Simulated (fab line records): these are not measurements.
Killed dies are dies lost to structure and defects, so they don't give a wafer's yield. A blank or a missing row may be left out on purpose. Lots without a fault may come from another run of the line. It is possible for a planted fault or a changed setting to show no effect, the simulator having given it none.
Which tool was responsible? || flow nandHarc || route of 1159 steps, sampled at 1 step: 12 lots, 36 wafers

## WHAT THE GAUGES SHOWED, per wafer
NHARC_P_ZERO_WELL_CD_MEAS_24: target cd 720 nm.
{"lot": "L075", "measured": "day 1 20:43", "on": "cdSem-01", "cdNm (nm)": "718.1 717.3 719.9"}
{"lot": "L077", "measured": "day 2 08:35", "on": "cdSem-03", "cdNm (nm)": "718.3 722.2 717.5"}
{"lot": "L079", "measured": "day 2 20:36", "on": "cdSem-01", "cdNm (nm)": "722.5 717.3 720.0"}
{"lot": "L081", "measured": "day 3 08:29", "on": "cdSem-01", "cdNm (nm)": "718.3 720.0 720.3"}
{"lot": "L083", "measured": "day 3 20:28", "on": "cdSem-03", "cdNm (nm)": "719.3 718.9 721.4"}
{"lot": "L085", "measured": "day 4 08:20", "on": "cdSem-01", "cdNm (nm)": "722.8 718.1 721.1"}
{"lot": "L087", "measured": "day 4 20:36", "on": "cdSem-01", "cdNm (nm)": "721.6 719.4 721.2"}
{"lot": "L089", "measured": "day 5 08:36", "on": "cdSem-01", "cdNm (nm)": "718.0 722.5 719.4"}
{"lot": "L091", "measured": "day 5 20:47", "on": "cdSem-03", "cdNm (nm)": "722.4 721.1 719.1"}
{"lot": "L093", "measured": "day 6 08:43", "on": "cdSem-02", "cdNm (nm)": "718.4 721.5 720.4"}
{"lot": "L095", "measured": "day 6 20:43", "on": "cdSem-02", "cdNm (nm)": "719.2 718.1 715.9"}
{"lot": "L097", "measured": "day 7 08:28", "on": "cdSem-02", "cdNm (nm)": "718.5 718.9 723.8"}

## EACH LOT AND THE TOOL THAT RAN IT (in order: tool; ch and the chambers of the sampled wafers; start)
Record: no process step prior to these readings.

## THE ANSWER, worked out from the rows above alone
Rule: the usual values come from the lots themselves. Put in order of their means at a reading, lots are off if they are a third of the lots or fewer, leave a main group of 4 or more, and stand apart from it by a gap of 3 or more times the standard deviation of the main group's means; of several such gaps the widest counts. A main group is skipped when, at the precision printed for the reading in the tables above, its means are all equal. A lot without any number at a reading at which 4 lots or more have one is off too. Any other lot the step has rows for is counted as sound.
Across all readings shown, no lot is off: no conclusion can be drawn from this.

## WHAT THE SIMULATOR HAD PUT IN
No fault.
